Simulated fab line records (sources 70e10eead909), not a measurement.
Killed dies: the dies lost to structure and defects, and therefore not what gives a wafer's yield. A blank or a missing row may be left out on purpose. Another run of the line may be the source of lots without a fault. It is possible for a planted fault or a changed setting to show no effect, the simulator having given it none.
The tool behind it: which one? | flow nand harc | 6 lots, 18 wafers sampled, at 5 steps of a route of 1302

== WHAT EACH GAUGE READ, for each wafer ==
NHARC_END_SORT_01.
lot  | measured     | on        | killed at array
L119 | day 24 20:38 | prober-02 | 44 66 57
L130 | day 29 04:31 | prober-02 | 73 42 66
L133 | day 29 22:19 | prober-01 | 54 30 65

== WHICH TOOL RAN EACH LOT (tool, then ch and the chambers of the sampled wafers, then the start) ==
lot  | NHARC_A_STAIRCASE_ALD_415        | NHARC_A_STAIRCASE_ETCHBACK_416                | NHARC_A_STAIRCASE_DEP_322       | NHARC_A_STAIRCASE_DEP_325
L119 | ald hk-04 ch 0,3, day 17 13:41   | rie diel-09 ch 2,3, day 18 15:28 or earlier   | pecvd-02 ch 0,1,2, day 18 15:28 | pecvd-02 ch 1,2, day 19 00:17
L123 | ald hk-03 ch 0,1,2, day 19 01:14 | rie diel-06 ch 0,3, day 20 02:19 or earlier   | pecvd-02 ch 0,1,2, day 20 02:19 | pecvd-01 ch 1,2, day 20 13:02
L126 | ald hk-03 ch 0,2,3, day 20 01:55 | rie diel-06 ch 1,2,3, day 20 21:01 or earlier | pecvd-01 ch 0,1, day 20 21:01   | pecvd-02 ch 0,1, day 21 04:59
L128 | ald hk-03 ch 1,2,3, day 21 02:30 | rie diel-13 ch 1,2, day 22 00:54 or earlier   | pecvd-03 ch 1,2, day 22 00:54   | pecvd-02 ch 0,1,2, day 22 08:56
L130 | ald hk-04 ch 0,1,3, day 21 18:52 | rie diel-13 ch 0,1,2, day 22 15:08 or earlier | pecvd-01 ch 0,1,2, day 22 15:08 | pecvd-01 ch 0,1,2, day 22 23:29
L133 | ald hk-01 ch 0,1,2, day 22 23:26 | rie diel-13 ch 1,3, day 23 01:59              | pecvd-01 ch 1,2, day 23 19:55   | pecvd-02 ch 0,1,2, day 24 05:13
- NHARC_A_STAIRCASE_ALD_415: deposits SiO2, target thk 30 nm, pulse time 6 s, ald cycles 300.
- NHARC_A_STAIRCASE_ETCHBACK_416: etches the open film in C4F8/O2/Ar, target depth 36 nm, time 7.2 s.
- NHARC_A_STAIRCASE_DEP_322: deposits SiO2, target thk 7200 nm.
- NHARC_A_STAIRCASE_DEP_325: deposits SiO2, target thk 7200 nm.

== THE ANSWER, worked out from the rows above alone ==
Rule: the lots themselves supply what counts as usual. The widest of any qualifying gaps counts: lots, ordered by their means at a reading, are off when they make up no more than a third of the lots, leave a main group of 4 or more, and stand apart from it by 3 or more times the standard deviation of that group's means. If all means in a main group match to the digits the tables above print for the reading, that group is not used. Also off: a lot with no number at a reading for which 4 or more lots have one. Any other lot the step has rows for is counted as sound.
No lot is off at any reading shown: from this, nothing can be told.

== WHAT THE SIMULATOR HAD PUT IN ==
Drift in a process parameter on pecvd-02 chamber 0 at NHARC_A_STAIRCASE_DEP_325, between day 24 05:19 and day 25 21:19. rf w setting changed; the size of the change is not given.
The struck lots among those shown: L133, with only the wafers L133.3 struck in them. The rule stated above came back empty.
